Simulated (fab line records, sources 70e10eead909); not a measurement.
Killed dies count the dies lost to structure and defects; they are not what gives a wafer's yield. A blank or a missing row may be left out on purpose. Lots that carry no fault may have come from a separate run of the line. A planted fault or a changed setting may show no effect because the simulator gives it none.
8D (eight disciplines) problem report, filled in by code + flow nand harc + the parts of the form that need people (team, actions taken, sign-off) are left out

== 1. THE ISSUE ==
NHARC_P_M2_CMP_23, time to endpoint s: mean 52.5 s over 1 wafer from 1 lot; wafers with no fault: 29.3 s, standard deviation 2.8. Measured from the usual mean, that is +8.3 standard deviations.
The step: polishes, t overpolish 20 s, target thk 144.3 nm.
First observed at day 13 22:22: wafer L746.5, on cmp-03. Wafers with a number at this step in the record: 36, from 12 lots. The rule behind "out" and "out of limits": a value lying over 4 standard deviations away from the usual mean. The other wafers with a number count as sound.

== 2. WHAT IT IS, AND WHAT IT ISN'T ==
| question                    | is                 | is not                                                              |
|-----------------------------|--------------------|---------------------------------------------------------------------|
| which readings at this step | time to endpoint s | motor current A, retaining ring pressure frac, slurry flow ml min   |
| which lots                  | L746               | L728, L729, L731, L732, L733, L734, L735, L736, L740, L743, L751    |
| which wafers of those lots  | L746.5             | L746.1, L746.2                                                      |
| read on which tools         | cmp-03             | cmp-02, cmp-04                                                      |
| when                        | from day 13 22:22  | up to then (32 sound wafers); but 3 sound wafers of L751 came after |

== 3. THE SUSPECTS, EACH WITH WHAT RULES IT OUT ==
Counting: a tool at a process step up to the reading stays a suspect if it ran every lot that is out. Sound lots after the first of them don't rule it out here, since some wafers of a struck lot are sound.
- rie diel-13 at NHARC_P_M2_ETCH_28 (etches the open film in CF4/N2, target depth 30 nm, time 72.99 s): kept. The lot that is out, L746, ran on it at day 13 21:16; the last sound lot it ran before that was L743, at day 12 11:03. Because NHARC_P_M2_ETCH_28 lacks a start for some lots, the hours and order of its lots are taken from NHARC_P_M2_DEGAS_29.
- pvd sputter-01 at NHARC_P_M2_DEGAS_29 (time 60 s): kept. The lot that is out, L746, ran on it at day 13 21:16; the last sound lot it ran before that was L743, at day 12 11:03.
- ecd cu-02 at NHARC_P_M2_ECD_22 (material Cu, target thk 400 nm): kept. The lot that is out, L746, ran on it at day 13 21:38; the last sound lot it ran before that was L743, at day 12 11:27.
- cmp-03 at NHARC_P_M2_CMP_23 (polishes, t overpolish 20 s, target thk 144.3 nm): kept. The lot that is out, L746, ran on it at day 13 22:22; the last sound lot it ran before that was L733, at day 8 16:19. On those wafers its own readings are out: time to endpoint s.
Left after counting: rie diel-13 at NHARC_P_M2_ETCH_28, pvd sputter-01 at NHARC_P_M2_DEGAS_29, ecd cu-02 at NHARC_P_M2_ECD_22, cmp-03 at NHARC_P_M2_CMP_23.

== 4. THE CAUSE (what the simulator had put in) ==
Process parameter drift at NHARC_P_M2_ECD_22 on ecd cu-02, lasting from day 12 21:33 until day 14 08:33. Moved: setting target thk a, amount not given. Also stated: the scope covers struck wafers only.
Counting leaves 4 suspects; this tool is one of them.

== 5. THE CHAIN OF EFFECTS, in route order ==
Each row: a reading whose mean over the struck wafers that have a number lies more than 3 standard deviations from the usual. Only readings for which the record gives a usual standard deviation are gone through. hours: the time from each lot's start at the first step in this table that gives one to its start at this step, as a median over the lots. sigmas: the change in usual standard deviations.
| hours | step              | reading            | usual  | on struck wafers | change | sigmas |
|-------|-------------------|--------------------|--------|------------------|--------|--------|
| 0     | NHARC_P_M2_CMP_23 | time to endpoint s | 29.3 s | 52.5             | +23.2  | +8.3   |
Its process steps:
- NHARC_P_M2_CMP_23: polishes, t overpolish 20 s, target thk 144.3 nm.

== 6. HOW IT WOULD HAVE BEEN CAUGHT EARLIER ==
The fault began at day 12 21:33; the first out-of-limits reading in this record came at day 13 22:22, 25 hours later.
Of the tool readings at NHARC_P_M2_ECD_22 for which the record gives a usual standard deviation, none was out on any struck wafer, so an alarm limit of 4 standard deviations on them would not have fired.
By day 13 22:22 the whole set of lots that are out, 1 in number, had already begun NHARC_P_M2_ECD_22 on ecd cu-02. Tool hold at that time: it would have spared none of them.
